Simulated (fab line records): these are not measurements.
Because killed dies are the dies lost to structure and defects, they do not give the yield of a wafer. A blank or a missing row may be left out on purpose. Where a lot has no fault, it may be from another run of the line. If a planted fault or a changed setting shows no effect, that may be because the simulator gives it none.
The tool behind it: which one? + flow nandHarc + Sampling: 13 lots, 39 wafers, 4 of 1302 route steps

## WHAT THE GAUGES READ, wafer by wafer
The record lacks any reading of a measuring or inspecting step that a usual standard deviation could be used to judge.

## TOOL THAT RAN EACH LOT (tool first, then ch and the chambers of the sampled wafers, then the start)
| lot  | NHARC_A_STAIRCASE_TRIM_187        | NHARC_A_STAIRCASE_ETCH_190        | NHARC_A_STAIRCASE_TRIM_191    | NHARC_A_STAIRCASE_ETCH_194    |
|------|-----------------------------------|-----------------------------------|-------------------------------|-------------------------------|
| L722 | rieDiel-01 ch 2,3, day 15 13:11   | rieDiel-01 ch 1,2,3, day 15 13:34 | rieDiel-01 ch 0,3, no start   | rieDiel-01 ch 1,2,3, no start |
| L723 | rieDiel-03 ch 0,2,3, day 16 07:56 | rieDiel-03 ch 2,3, day 16 08:18   | rieDiel-03 ch 0,1,3, no start | rieDiel-03 ch 0,3, no start   |
| L724 | rieDiel-01 ch 0,1, day 16 18:11   | rieDiel-01 ch 0,2, day 16 18:37   | rieDiel-01 ch 0,1,3, no start | rieDiel-01 ch 1,2,3, no start |
| L725 | rieDiel-03 ch 0,2,3, day 17 12:56 | rieDiel-03 ch 0,1,3, day 17 13:19 | rieDiel-03 ch 0,3, no start   | rieDiel-03 ch 1,3, no start   |
| L726 | rieDiel-03 ch 0,3, day 17 18:49   | rieDiel-03 ch 0,2,3, day 17 19:12 | rieDiel-03 ch 0,2, no start   | rieDiel-03 ch 1,2,3, no start |
| L728 | rieDiel-01 ch 0,1,2, day 18 03:59 | rieDiel-01 ch 0,1, day 18 04:47   | rieDiel-01 ch 1,3, no start   | rieDiel-01 ch 0,2,3, no start |
| L727 | rieDiel-07 ch 0,2,3, day 18 09:58 | rieDiel-07 ch 0,2,3, day 18 10:21 | rieDiel-07 ch 0,2,3, no start | rieDiel-07 ch 0,1,3, no start |
| L729 | rieDiel-03 ch 0,2, day 19 01:10   | rieDiel-03 ch 0,1, day 19 01:32   | rieDiel-03 ch 1,2,3, no start | rieDiel-03 ch 0,1,2, no start |
| L730 | rieDiel-03 ch 2,3, day 19 09:11   | rieDiel-03 ch 0,2,3, day 19 09:36 | rieDiel-03 ch 1,3, no start   | rieDiel-03 ch 0,3, no start   |
| L732 | rieDiel-03 ch 1,2, day 20 16:43   | rieDiel-03 ch 1,2,3, day 20 17:14 | rieDiel-03 ch 0,1,3, no start | rieDiel-03 ch 0,3, no start   |
| L735 | rieDiel-07 ch 0,1,2, day 21 11:05 | rieDiel-07 ch 0,3, day 21 11:27   | rieDiel-07 ch 0,1,3, no start | rieDiel-07 ch 1,2,3, no start |
| L738 | rieDiel-01 ch 2,3, day 22 06:48   | rieDiel-01 ch 0,2,3, day 22 07:11 | rieDiel-01 ch 2,3, no start   | rieDiel-01 ch 0,1,2, no start |
| L743 | rieDiel-03 ch 0,1,3, day 24 10:46 | rieDiel-03 ch 0,2, day 24 11:10   | rieDiel-03 ch 1,2,3, no start | rieDiel-03 ch 1,2, no start   |
- NHARC_A_STAIRCASE_TRIM_187: chemistry O2, time 211.2 s.
- NHARC_A_STAIRCASE_ETCH_190: etches the open film in C4F8/O2, target depth 100 nm, time 40.5 s.
- NHARC_A_STAIRCASE_TRIM_191: chemistry O2, time 211.2 s.
- NHARC_A_STAIRCASE_ETCH_194: etches the open film in C4F8/O2, target depth 100 nm, time 40.5 s.

## WHAT THE TOOLS THEMSELVES READ (means of the sampled wafers that have a number; where no wafer has one, the mark that the record gives instead)
NHARC_A_STAIRCASE_TRIM_187. Usual: drypumpMotorCurrentA 5.6 A, standard deviation 0.52; oesProductAu 1.003 a.u., standard deviation 0.011; rfVppV 57.6 V, standard deviation 0.92; showerheadPlenumPTorr 3.51 Torr, standard deviation 0.16; throttleValvePct 17.035 %, standard deviation 0.0087.
| lot  | tool       | drypumpMotorCurrentA (A) | oesProductAu (a.u.) | rfVppV (V) | showerheadPlenumPTorr (Torr) | throttleValvePct (%) | flag |
|------|------------|--------------------------|---------------------|------------|------------------------------|----------------------|------|
| L722 | rieDiel-01 | 5.1                      | 0.991               | 57.5       | 3.36                         | 17.038               |      |
| L723 | rieDiel-03 | 5.6                      | 1.016               | 57.2       | 3.42                         | 17.033               |      |
| L724 | rieDiel-01 | 5.7                      | 0.993               | 57.9       | 3.57                         | 17.039               |      |
| L725 | rieDiel-03 | 5.6                      | 1.003               | 57.7       | 3.42                         | 17.035               |      |
| L726 | rieDiel-03 | 5.1                      | 1.004               | 57.3       | 3.49                         | 17.026               |      |
| L728 | rieDiel-01 | 5.5                      | 1.005               | 56.7       | 3.51                         | 17.033               |      |
| L727 | rieDiel-07 | 5.9                      | 1.017               | 57.5       | 3.70                         | 17.036               |      |
| L729 | rieDiel-03 | 5.8                      | 1.009               | 56.8       | 3.34                         | 17.030               |      |
| L730 | rieDiel-03 | 5.9                      | 1.010               | 58.0       | 3.42                         | 17.038               |      |
| L732 | rieDiel-03 | 6.2                      | 0.999               | 58.2       | 3.75                         | 17.039               |      |
| L735 | rieDiel-07 | 5.8                      | 0.998               | 57.2       | 3.55                         | 17.032               |      |
| L738 | rieDiel-01 | 5.3                      | 1.004               | 58.0       | 3.31                         | 17.033               |      |
| L743 | rieDiel-03 | 5.6                      | 1.012               | 57.5       | 3.51                         | 17.029               |      |

NHARC_A_STAIRCASE_ETCH_190. Usual: oesProductAu 0.945 a.u., standard deviation 0.013; rfVppV 895 V, standard deviation 5.9; runLengthS 61.9 s, standard deviation 0.53.
| lot  | tool       | oesProductAu (a.u.) | rfVppV (V) | runLengthS (s) | flag |
|------|------------|---------------------|------------|----------------|------|
| L722 | rieDiel-01 | 0.926               | 891        | 61.6           |      |
| L723 | rieDiel-03 | 0.960               | 890        | 62.5           |      |
| L724 | rieDiel-01 | 0.947               | 893        | 62.2           |      |
| L725 | rieDiel-03 | 0.956               | 896        | 62.0           |      |
| L726 | rieDiel-03 | 0.944               | 892        | 62.0           |      |
| L728 | rieDiel-01 | 0.950               | 900        | 61.6           |      |
| L727 | rieDiel-07 | 0.956               | 902        | 62.1           |      |
| L729 | rieDiel-03 | 0.946               | 898        | 61.6           |      |
| L730 | rieDiel-03 | 0.956               | 891        | 62.0           |      |
| L732 | rieDiel-03 | 0.945               | 901        | 62.3           |      |
| L735 | rieDiel-07 | 0.930               | 903        | 62.3           |      |
| L738 | rieDiel-01 | 0.952               | 893        | 61.6           |      |
| L743 | rieDiel-03 | 0.932               | 897        | 54.5           | OFF  |

NHARC_A_STAIRCASE_TRIM_191. Usual: drypumpMotorCurrentA 5.6 A, standard deviation 0.53; oesProductAu 1.003 a.u., standard deviation 0.013; rfVppV 57.7 V, standard deviation 0.83; showerheadPlenumPTorr 3.52 Torr, standard deviation 0.16; throttleValvePct 17.036 %, standard deviation 0.0083.
| lot  | tool       | drypumpMotorCurrentA (A) | oesProductAu (a.u.) | rfVppV (V) | showerheadPlenumPTorr (Torr) | throttleValvePct (%) | flag |
|------|------------|--------------------------|---------------------|------------|------------------------------|----------------------|------|
| L722 | rieDiel-01 | 5.1                      | 0.990               | 56.9       | 3.50                         | 17.037               |      |
| L723 | rieDiel-03 | 5.6                      | 1.003               | 57.4       | 3.54                         | 17.031               |      |
| L724 | rieDiel-01 | 5.3                      | 0.989               | 56.7       | 3.53                         | 17.039               |      |
| L725 | rieDiel-03 | 5.1                      | 1.002               | 57.2       | 3.49                         | 17.033               |      |
| L726 | rieDiel-03 | 5.3                      | 1.015               | 58.2       | 3.41                         | 17.042               |      |
| L728 | rieDiel-01 | 5.4                      | 0.996               | 57.4       | 3.41                         | 17.031               |      |
| L727 | rieDiel-07 | 5.9                      | 1.010               | 57.9       | 3.70                         | 17.035               |      |
| L729 | rieDiel-03 | 6.1                      | 1.009               | 57.9       | 3.47                         | 17.027               |      |
| L730 | rieDiel-03 | 6.1                      | 1.016               | 57.9       | 3.58                         | 17.032               |      |
| L732 | rieDiel-03 | 5.7                      | 1.010               | 57.2       | 3.52                         | 17.043               |      |
| L735 | rieDiel-07 | 5.7                      | 1.006               | 57.9       | 3.58                         | 17.037               |      |
| L738 | rieDiel-01 | 5.3                      | 1.012               | 57.9       | 3.31                         | 17.037               |      |
| L743 | rieDiel-03 | 6.1                      | 1.000               | 57.7       | 3.62                         | 17.027               |      |

NHARC_A_STAIRCASE_ETCH_194. Usual: oesProductAu 0.947 a.u., standard deviation 0.013; rfVppV 895 V, standard deviation 6.1; runLengthS 61.9 s, standard deviation 0.59.
| lot  | tool       | oesProductAu (a.u.) | rfVppV (V) | runLengthS (s) | flag |
|------|------------|---------------------|------------|----------------|------|
| L722 | rieDiel-01 | 0.938               | 892        | 61.3           |      |
| L723 | rieDiel-03 | 0.951               | 895        | 61.7           |      |
| L724 | rieDiel-01 | 0.944               | 890        | 61.6           |      |
| L725 | rieDiel-03 | 0.953               | 899        | 62.2           |      |
| L726 | rieDiel-03 | 0.952               | 894        | 62.3           |      |
| L728 | rieDiel-01 | 0.934               | 893        | 61.6           |      |
| L727 | rieDiel-07 | 0.959               | 897        | 62.1           |      |
| L729 | rieDiel-03 | 0.949               | 893        | 61.9           |      |
| L730 | rieDiel-03 | 0.968               | 894        | 62.3           |      |
| L732 | rieDiel-03 | 0.948               | 894        | 62.2           |      |
| L735 | rieDiel-07 | 0.945               | 896        | 62.0           |      |
| L738 | rieDiel-01 | 0.940               | 895        | 61.8           |      |
| L743 | rieDiel-03 | 0.939               | 903        | 62.2           |      |

## THE ANSWER, worked out from the rows above alone
Rule: a lot is off if the mean of its wafers that have a number lies more than 3 standard deviations from the usual mean. A lot without any number at a reading at which 4 lots or more have one is off too. The other lots that the step has rows for count as sound. After the gauges, taken in route order, come the tools' own readings; for these a lot's mean is taken, as printed above. At the first step where some lot is off, the reading lying furthest off is the one used; lots without a number count as furthest.
Off: L743 (NHARC_A_STAIRCASE_ETCH_190, runLengthS).
A tool fits if, at that step or a process step before it, it ran every lot that is off, and no sound lot after the first of them. One fits: rieDiel-03 at NHARC_A_STAIRCASE_TRIM_187 and NHARC_A_STAIRCASE_ETCH_190. At NHARC_A_STAIRCASE_TRIM_187 its last sound lot is L732 (day 20 16:43), its first lot that is off L743 (day 24 10:46): a fault that began between those two fits.

## WHAT THE SIMULATOR HAD INSERTED
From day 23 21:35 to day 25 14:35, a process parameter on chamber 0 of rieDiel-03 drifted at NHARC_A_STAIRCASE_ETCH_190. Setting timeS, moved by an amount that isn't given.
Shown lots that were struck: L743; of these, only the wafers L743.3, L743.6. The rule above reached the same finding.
